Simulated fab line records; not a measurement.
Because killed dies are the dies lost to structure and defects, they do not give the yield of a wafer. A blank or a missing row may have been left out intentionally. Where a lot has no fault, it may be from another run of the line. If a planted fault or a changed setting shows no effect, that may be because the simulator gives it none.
Matching of chambers    flow n5_finfet    rie_si-04 running N5_FIN_SAQP_MANDREL_ETCH_58: 4 sister chambers
The step etches a-Si in HBr/Cl2, stops on SiNx, target depth 45 nm, bt time 10 s, time 27 s. 16 wafers are shown with their chamber, then 8 later ones without.

WAFERS PAIRED WITH THEIR CHAMBERS
wafer   chamber  drypump_motor_current_A (A)  throttle_valve_pct (%)  oes_product_au (a.u.)
L075.3  2        4.9                          35.9                    0.694
L075.4  1        5.6                          35.7                    0.691
L075.6  1        5.6                          35.7                    0.703
L076.1  1        5.6                          35.7                    0.677
L076.2  3        5.2                          35.4                    0.715
L076.6  3        5.3                          35.4                    0.715
L084.4  0        5.5                          35.1                    0.717
L084.5  2        4.9                          35.9                    0.703
L084.6  1        5.6                          35.7                    0.686
L086.1  3        5.2                          35.5                    0.712
L086.3  1        5.6                          35.7                    0.690
L086.5  3        5.3                          35.4                    0.718
L091.4  2        4.9                          35.8                    0.709
L091.5  3        5.3                          35.4                    0.728
L091.6  2        4.9                          35.8                    0.695
L094.1  2        4.9                          35.9                    0.698

SIGNATURES, as means of the wafers listed above
reading                  chamber 0  chamber 1  chamber 2  chamber 3  scatter within a chamber
drypump_motor_current_A  5.500      5.600      4.900      5.260      0.0316
throttle_valve_pct       35.100     35.700     35.860     35.420     0.0408
oes_product_au           0.71700    0.68940    0.69980    0.71760    0.00742
Rule: distance of a wafer from a chamber = root of the sum over the readings of ((wafer's reading minus chamber's mean) / reading's scatter) squared. The wafer belongs to the nearest chamber; if the next one is less than 2 further off, it can't be placed. The scatter is the square root of a quotient: the sum, over the shown wafers, of each reading's squared deviation from its chamber's mean, divided by wafers minus chambers.

WAFERS WHOSE CHAMBER IS MISSING
wafer   drypump_motor_current_A (A)  throttle_valve_pct (%)  oes_product_au (a.u.)
L094.3  5.6                          35.2                    0.701
L094.5  5.3                          35.4                    0.718
L095.4  5.3                          35.4                    0.706
L095.5  5.5                          35.2                    0.717
L095.6  5.3                          35.5                    0.709
L096.3  5.6                          35.2                    0.708
L096.5  5.6                          35.1                    0.710
L096.6  5.3                          35.4                    0.727

WHICH CHAMBER EACH WENT THROUGH
wafer   from the rows above  in truth
L094.3  0                    0
L094.5  3                    3
L095.4  3                    3
L095.5  0                    0
L095.6  3                    3
L096.3  0                    0
L096.5  0                    0
L096.6  3                    3
Correct placement for 8 of the 8. From these rows, 0 cannot be placed. 0 placed wrongly.
